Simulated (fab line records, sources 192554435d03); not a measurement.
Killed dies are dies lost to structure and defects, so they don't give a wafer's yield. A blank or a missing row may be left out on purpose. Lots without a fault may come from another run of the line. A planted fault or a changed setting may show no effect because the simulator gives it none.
A struck lot beside a sound one | flow n5_finfet | 42 steps out of a route of 1938
Sound: wafers L689.1, L689.2, L689.5. Struck: wafer L684.5. (L684.2, L684.6 of the same lot were not struck and are left out.) The cause comes at the end.
At each step with rows: each side's tool, then ch and its chambers, then its first start. Under that, the readings that differ: sound wafers | struck wafers | difference of the means | sigmas: that difference in standard deviations of wafers without a fault.
alike: readings whose means differ by less than 2 such deviations, and words and numbers that are the same on both sides. not compared: withheld readings, readings that some wafer has no value for, bounds like >300 that may hide the same value, and numbers for which the record gives no deviation and whose values overlap.
The two part at a step that has a row with sigmas, a row that says differs or no value, or rows on one side only. Numbers that don't overlap but have no deviation are shown without sigmas and don't part them. A reading that every wafer of one side lacks parts them only if that side has two wafers or more.

first, 12 steps without rows for these wafers: N5_SD_EPI_N_STRIP_36 (strips in N2/H2); N5_SD_EPI_N_ETCHBACK_44 (etches SiNx in CH3F/O2, stops on SiO2, target depth 14.5 nm); N5_SD_EPI_N_ETCH_45 (etches SiOCN in CH3F/O2, target depth 6 nm); N5_SD_EPI_N_ETCH_16 (etches SiO2 in CHF3/O2, target depth 5 nm); N5_SD_EPI_N_STRIP_47 (strips in CHF3/O2); N5_SD_EPI_N_SD_RECESS_17 (chemistry HBr/Cl2/O2, target depth 41 nm, time 23.7 s, bt time 3 s); N5_SD_EPI_N_STRIP_38 (strips in N2/H2); N5_SD_EPI_N_WET_ETCH_43 (etches SiO2 in dHF, time 14 s, target depth 1.5 nm); N5_SD_EPI_N_STRIP_18 (strips in SPM, time 750 s); N5_SD_EPI_N_SRD_20 (time 30 s); N5_SD_EPI_N_PRECLEAN_48 (cleans in NF3:NH3, afs cycles 2, time 20 s, sublimation time 60 s); N5_SD_EPI_N_VAPOR_ETCH_50 (etches Si in HCl, time 54 s).
N5_SD_EPI_N_EPI_21: deposits Si:P, time 690 s.
  sound on epi_rpcvd-01 ch 0, day 8 03:41; struck on epi_rpcvd-04 ch 0, day 6 21:57
  reading                                   | sound          | struck | difference | sigmas
  epi_growth_time_s (s)                     | 690 690 690    | 789.81 | +99.81     |
  model.Si-P_of_SD_EPI_N_EPI_21.thk_nm (nm) | 60.2 60.2 60.8 | 65.4   | +5.0       |
N5_SD_EPI_N_EPI_MEAS_23:
  sound on film_metro-01, day 8 05:25; struck on film_metro-02, day 6 23:24
  reading     | sound          | struck | difference | sigmas
  thk_nm (nm) | 61.0 59.8 61.9 | 64.9   | +4.0       | +4
then, 24 steps without rows for these wafers: N5_SD_EPI_N_PRECLEAN_24 (cleans in O3/DIW, time 60 s); N5_SD_EPI_N_SRD_25 (time 30 s); N5_SD_EPI_N_PRECLEAN_49 (cleans in NF3:NH3, afs cycles 1, time 20 s, sublimation time 60 s); N5_SD_EPI_N_LINER_46 (material SiNx, target thk 3 nm); N5_SD_EPI_P_COAT_34 (time 60 s, resist thk 350 nm); N5_SD_EPI_P_COAT_35 (time 60 s, resist thk 35 nm); N5_SD_EPI_P_COAT_03 (resist thk 150 nm); N5_SD_EPI_P_EBR_05; N5_SD_EPI_P_SOFTBAKE_04 (time 60 s); N5_SD_EPI_P_EXPOSE_06 (exposes mask SD P BLK, target cd 240 nm); N5_SD_EPI_P_PEB_07 (peb time 60 s); N5_SD_EPI_P_DEVELOP_08 (develop time 30 s); N5_SD_EPI_P_DESCUM_14 (chemistry O2, time 7.9 s); N5_SD_EPI_P_ETCH_36 (etches SiARC in CF4, target depth 45.5 nm, time 75.8 s); N5_SD_EPI_P_ETCH_37 (etches SOC in N2/H2, overetch 108 nm, time 486 s); N5_SD_EPI_P_STRIP_38 (strips in N2/H2); N5_SD_EPI_P_ETCHBACK_46 (etches SiNx in CH3F/O2, stops on SiO2, target depth 17.5 nm); N5_SD_EPI_P_ETCH_47 (etches SiOCN in CH3F/O2, target depth 25 nm); N5_SD_EPI_P_ETCH_16 (etches SiO2 in CHF3/O2, target depth 5 nm); N5_SD_EPI_P_STRIP_50 (strips in CHF3/O2); N5_SD_EPI_P_SD_RECESS_17 (chemistry HBr/Cl2/O2, target depth 39.1 nm, bt time 3 s); N5_SD_EPI_P_WET_ETCH_45 (etches SiO2 in dHF, time 10.7 s, target depth 2 nm, rinse time 30 s); N5_SD_EPI_P_STRIP_40 (strips in N2/H2); N5_SD_EPI_P_PRECLEAN_52 (cleans in O3/DIW, time 60 s).
N5_SD_EPI_P_PRECLEAN_24: cleans in O3/DIW, time 45 s.
  sound on wet_bench-03 ch 0,1,6, day 8 10:12; struck on wet_bench-05 ch 6, day 7 05:12
  reading                                   | sound        | struck | difference | sigmas
  model.Si-P_of_SD_EPI_N_EPI_21.thk_nm (nm) | 59.4 59.4 60 | 64.4   | +4.8       |
N5_SD_ACTIVATION_RS_MEAS_03: measures by four-point-probe.
  sound on film_metro-02, day 8 10:42; struck on film_metro-01, day 7 05:43
  reading          | sound          | struck | difference | sigmas
  RS_SD_N (ohm/sq) | 21.4 21.5 21.3 | 20.0   | -1.4       | -5
  RS_SD_P (ohm/sq) | 55.8 55.1 55.6 | 57.3   | +1.8       | +2
-- the record jumps here: 5 days lie between the struck wafers' starts before and after (it left off in module SD_ACTIVATION and takes up again in module BEOL_M4, whose first step shown is number 1111 of the route) --
N5_BEOL_M4_RC_MEAS_101:
  sound on prober-02 ch 0, day 13 09:45; struck on prober-01 ch 0, day 11 23:26
  reading          | sound          | struck | difference | sigmas
  RS_SD_N (ohm/sq) | 28.2 28.0 27.7 | 26.0   | -2.0       | -5
  alike: DIBL_N, DIBL_P, IOFF_N, IOFF_P, ION_N, ION_P, SS_N, SS_P, VT_N, VT_P
-- the record jumps here: 5 days lie between the struck wafers' starts before and after (it left off in module BEOL_M4 and takes up again in module PASSIVATION, whose first step shown is number 1936 of the route) --
N5_PASSIVATION_PROBE_49:
  sound on prober-01, day 18 00:58; struck on prober-02, day 17 08:01
  reading         | sound    | struck | difference | sigmas
  killed_at_other | 9 4 1    | 12     | +7         | +3
  killed_short    | 22 30 28 | 51     | +24        | +3
  alike: defect_limited_yield, killed_at_M0_to_M3, killed_at_M4_up, killed_at_contacts, killed_at_front_end, killed_dies, killed_on_rim, killed_open, sort_bin_5_function, sort_bin_6_memory, sort_bin_8_speed, sort_n_pass, sort_yield_pct

WHERE THEY PART
First at N5_SD_EPI_N_EPI_MEAS_23; last, within this record, at N5_PASSIVATION_PROBE_49.

WHY: what the simulator had put in
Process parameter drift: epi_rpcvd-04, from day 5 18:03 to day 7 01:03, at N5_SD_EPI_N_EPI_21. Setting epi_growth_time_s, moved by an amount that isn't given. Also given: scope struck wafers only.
